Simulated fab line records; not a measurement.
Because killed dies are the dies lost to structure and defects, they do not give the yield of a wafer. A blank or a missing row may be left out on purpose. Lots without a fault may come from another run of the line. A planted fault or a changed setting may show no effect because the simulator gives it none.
Which tool was responsible? | flow nand harc | 13 lots with 37 wafers sampled at 5 steps, on a route of 1159 steps

## WHAT THE GAUGES READ, wafer by wafer
NHARC_A_ONON_D1_THK_MEAS_11: measures by ellipsometry.
lot  | measured     | on            | thk nm (nm)
L447 | day 7 15:29  | film metro-02 | 1001 1004 1003
L449 | day 8 01:25  | film metro-01 | 1005 1006 1007
L450 | day 8 05:33  | film metro-01 | 1006 1006 1008
L451 | day 8 16:01  | film metro-02 | 996 997 996
L452 | day 9 03:45  | film metro-01 | 998 996 998
L455 | day 9 12:30  | film metro-02 | 1413 1015
L457 | day 9 23:53  | film metro-02 | 1373 973 975
L460 | day 10 16:28 | film metro-01 | 999 1002 998
L459 | day 10 16:32 | film metro-02 | 1400 1401
L462 | day 11 14:23 | film metro-02 | 994 991 994
L466 | day 12 12:02 | film metro-02 | 988 988 989
L468 | day 12 20:32 | film metro-02 | 994 992 996
L470 | day 13 00:40 | film metro-02 | 986 987 987

NHARC_END_SORT_01.
lot  | measured     | on        | killed at array | killed at other | killed at periphery | killed dies | killed open | killed short
L455 | day 21 03:53 | prober-01 | 665 12          | 2 0             | 10 8                | 677 20      | 4 4         | 2 4
L457 | day 21 12:50 | prober-01 | 668 9 13        | 3 1 0           | 6 5 5               | 677 15 18   | 4 1 3       | 0 1 1
L459 | day 22 13:31 | prober-01 | 674 674         | 0 0             | 3 3                 | 677 677     | 8 3         | 7 0

## WHAT TOOL EACH LOT RAN ON (gives the tool, then ch and the chambers of the sampled wafers, and finally the start)
lot  | NHARC_P_BONDPAD_ETCH_24                       | NHARC_A_ZERO_WELL_DESCUM_12        | NHARC_A_ONON_D1_DEP_09
L447 | rie diel-13 ch 0,1, day 6 12:43 or earlier    | rie diel-04 ch 1,2, day 6 12:43    | pecvd onon-02 ch 0, day 7 14:57
L449 | rie diel-03 ch 0,2,3, day 7 01:07 or earlier  | rie diel-07 ch 0,1,2, day 7 01:07  | pecvd onon-02 ch 0, day 8 00:54
L450 | rie diel-13 ch 0,1,2, day 7 01:54             | rie diel-12 ch 0,2, day 7 05:26    | pecvd onon-04 ch 0, day 8 05:02
L451 | rie diel-03 ch 0,3, day 7 15:21 or earlier    | rie diel-04 ch 0,2,3, day 7 15:21  | pecvd onon-01 ch 0, day 8 15:37
L452 | rie diel-03 ch 2,3, day 7 23:19 or earlier    | rie diel-12 ch 1,3, day 7 23:19    | pecvd onon-04 ch 0, day 9 03:15
L455 | rie diel-03 ch 2,3, day 8 09:06               | rie diel-12 ch 2,3, day 8 12:36    | pecvd onon-04 ch 0, day 9 11:59
L457 | rie diel-03 ch 0,2,3, day 9 00:24 or earlier  | rie diel-12 ch 1,2,3, day 9 00:24  | pecvd onon-04 ch 0, day 9 23:22
L460 | rie diel-03 ch 2,3, day 9 14:35 or earlier    | rie diel-04 ch 0,2, day 9 14:35    | pecvd onon-02 ch 0, day 10 15:58
L459 | rie diel-03 ch 1,3, day 9 15:55 or earlier    | rie diel-04 ch 1,2, day 9 15:55    | pecvd onon-04 ch 0, day 10 16:02
L462 | rie diel-13 ch 0,2, day 10 14:11 or earlier   | rie diel-04 ch 0,1,3, day 10 14:11 | pecvd onon-01 ch 0, day 11 13:56
L466 | rie diel-13 ch 0,1,2, day 11 12:02 or earlier | rie diel-07 ch 0,1,2, day 11 12:02 | pecvd onon-01 ch 0, day 12 11:35
L468 | rie diel-03 ch 0,3, day 11 20:57 or earlier   | rie diel-07 ch 0,3, day 11 20:57   | pecvd onon-04 ch 0, day 12 20:05
L470 | rie diel-01 ch 1,2,3, day 12 00:18 or earlier | rie diel-12 ch 2,3, day 12 00:18   | pecvd onon-02 ch 0, day 13 00:13
- NHARC_P_BONDPAD_ETCH_24: etches the open film in CF4/N2, target depth 30 nm, time 72.99 s.
- NHARC_A_ZERO_WELL_DESCUM_12: chemistry O2, time 3 s.
- NHARC_A_ONON_D1_DEP_09: target thk 1000 nm.

## AS READ BY THE TOOLS THEMSELVES (means over the sampled wafers that have a number; for cases with no such wafer, the mark the record gives instead)
NHARC_P_BONDPAD_ETCH_24.
lot  | tool        | drypump motor current A (A) | n2 flow sccm (sccm) | oes product au (a.u.) | rf vpp V (V) | showerhead plenum p Torr (Torr) | throttle valve pct (%)
L447 | rie diel-13 | 6.3                         | 99.64               | 1.007                 | 317.4        | 2.78                            | 19.792
L449 | rie diel-03 | 5.1                         | 99.95               | 0.990                 | 315.4        | 2.72                            | 19.787
L450 | rie diel-13 | 5.8                         | 100.05              | 1.000                 | 315.7        | 2.73                            | 19.784
L451 | rie diel-03 | 5.1                         | 100.05              | 0.991                 | 317.0        | 2.74                            | 19.790
L452 | rie diel-03 | 4.8                         | 99.74               | 0.988                 | 317.0        | 2.79                            | 19.786
L455 | rie diel-03 | 4.8                         | 99.90               | 0.992                 | 316.3        | 2.78                            | 19.801
L457 | rie diel-03 | 5.1                         | 100.17              | 0.989                 | 316.1        | 2.72                            | 19.790
L460 | rie diel-03 | 4.9                         | 99.42               | 0.994                 | 317.3        | 2.76                            | 19.789
L459 | rie diel-03 | 5.2                         | 100.28              | 0.983                 | 315.4        | 2.71                            | 19.787
L462 | rie diel-13 | 5.7                         | 99.96               | 1.016                 | 315.8        | 2.72                            | 19.798
L466 | rie diel-13 | 5.8                         | 100.09              | 0.995                 | 315.9        | 2.72                            | 19.793
L468 | rie diel-03 | 5.4                         | 100.09              | 1.014                 | 315.1        | 2.67                            | 19.790
L470 | rie diel-01 | 5.9                         | 99.93               | 1.001                 | 314.4        | 2.64                            | 19.795

NHARC_A_ZERO_WELL_DESCUM_12.
lot  | tool        | drypump motor current A (A) | oes product au (a.u.) | rf vpp V (V) | showerhead plenum p Torr (Torr) | throttle valve pct (%)
L447 | rie diel-04 | 5.8                         | 0.986                 | 57.8         | 1.89                            | 11.304
L449 | rie diel-07 | 6.0                         | 0.993                 | 57.7         | 1.83                            | 11.311
L450 | rie diel-12 | 5.1                         | 0.999                 | 59.5         | 1.98                            | 11.306
L451 | rie diel-04 | 5.5                         | 0.982                 | 58.1         | 1.91                            | 11.303
L452 | rie diel-12 | 5.8                         | 0.989                 | 57.8         | 1.88                            | 11.313
L455 | rie diel-12 | 5.3                         | 0.991                 | 57.6         | 1.86                            | 11.304
L457 | rie diel-12 | 5.6                         | 0.999                 | 57.4         | 1.88                            | 11.310
L460 | rie diel-04 | 5.4                         | 0.998                 | 58.5         | 1.89                            | 11.304
L459 | rie diel-04 | 5.7                         | 0.984                 | 58.1         | 1.89                            | 11.316
L462 | rie diel-04 | 5.8                         | 0.989                 | 58.0         | 1.92                            | 11.303
L466 | rie diel-07 | 6.1                         | 1.003                 | 56.6         | 1.83                            | 11.310
L468 | rie diel-07 | 5.8                         | 1.016                 | 57.0         | 1.95                            | 11.315
L470 | rie diel-12 | 5.3                         | 1.007                 | 58.1         | 1.86                            | 11.307

NHARC_A_ONON_D1_DEP_09.
lot  | tool          | n2 flow sccm (sccm)
L447 | pecvd onon-02 | 2751
L449 | pecvd onon-02 | 2744
L450 | pecvd onon-04 | 2747
L451 | pecvd onon-01 | 2744
L452 | pecvd onon-04 | 2752
L455 | pecvd onon-04 | 2746
L457 | pecvd onon-04 | 2741
L460 | pecvd onon-02 | 2755
L459 | pecvd onon-04 | 2734
L462 | pecvd onon-01 | 2754
L466 | pecvd onon-01 | 2751
L468 | pecvd onon-04 | 2766
L470 | pecvd onon-02 | 2756

## THE ANSWER, worked out from the rows above alone
Rule: usual is defined by the lots themselves. The widest of any qualifying gaps counts: lots, ordered by their means at a reading, are off when they make up no more than a third of the lots, leave a main group of 4 or more, and stand apart from it by 3 or more times the standard deviation of that group's means. The tables above print the reading to a certain number of digits; a main group whose means all agree to those digits is not used. A lot without any number at a reading at which 4 lots or more have one is off too. All remaining lots with rows at the step are treated as sound. Order of review: gauges by route order, followed by the tools' own readings, for which a lot's mean as printed above is used. At the first step where some lot is off, the reading lying furthest off is the one used; lots without a number count as furthest.
Off, at NHARC_A_ONON_D1_THK_MEAS_11 on thk nm: L455, L457, L459. Main group: mean 997 nm, sd 6.5.
A tool fits if, at a process step before that reading, it ran every lot that is off, and no sound lot after the first of them. The gauges at NHARC_A_ONON_D1_THK_MEAS_11 are tried like those tools. NHARC_P_BONDPAD_ETCH_24: start missing for some lots; hours and lot order therefore follow NHARC_A_ZERO_WELL_DESCUM_12. No candidate that was tried fits.

## WHAT THE SIMULATOR HAD INSERTED
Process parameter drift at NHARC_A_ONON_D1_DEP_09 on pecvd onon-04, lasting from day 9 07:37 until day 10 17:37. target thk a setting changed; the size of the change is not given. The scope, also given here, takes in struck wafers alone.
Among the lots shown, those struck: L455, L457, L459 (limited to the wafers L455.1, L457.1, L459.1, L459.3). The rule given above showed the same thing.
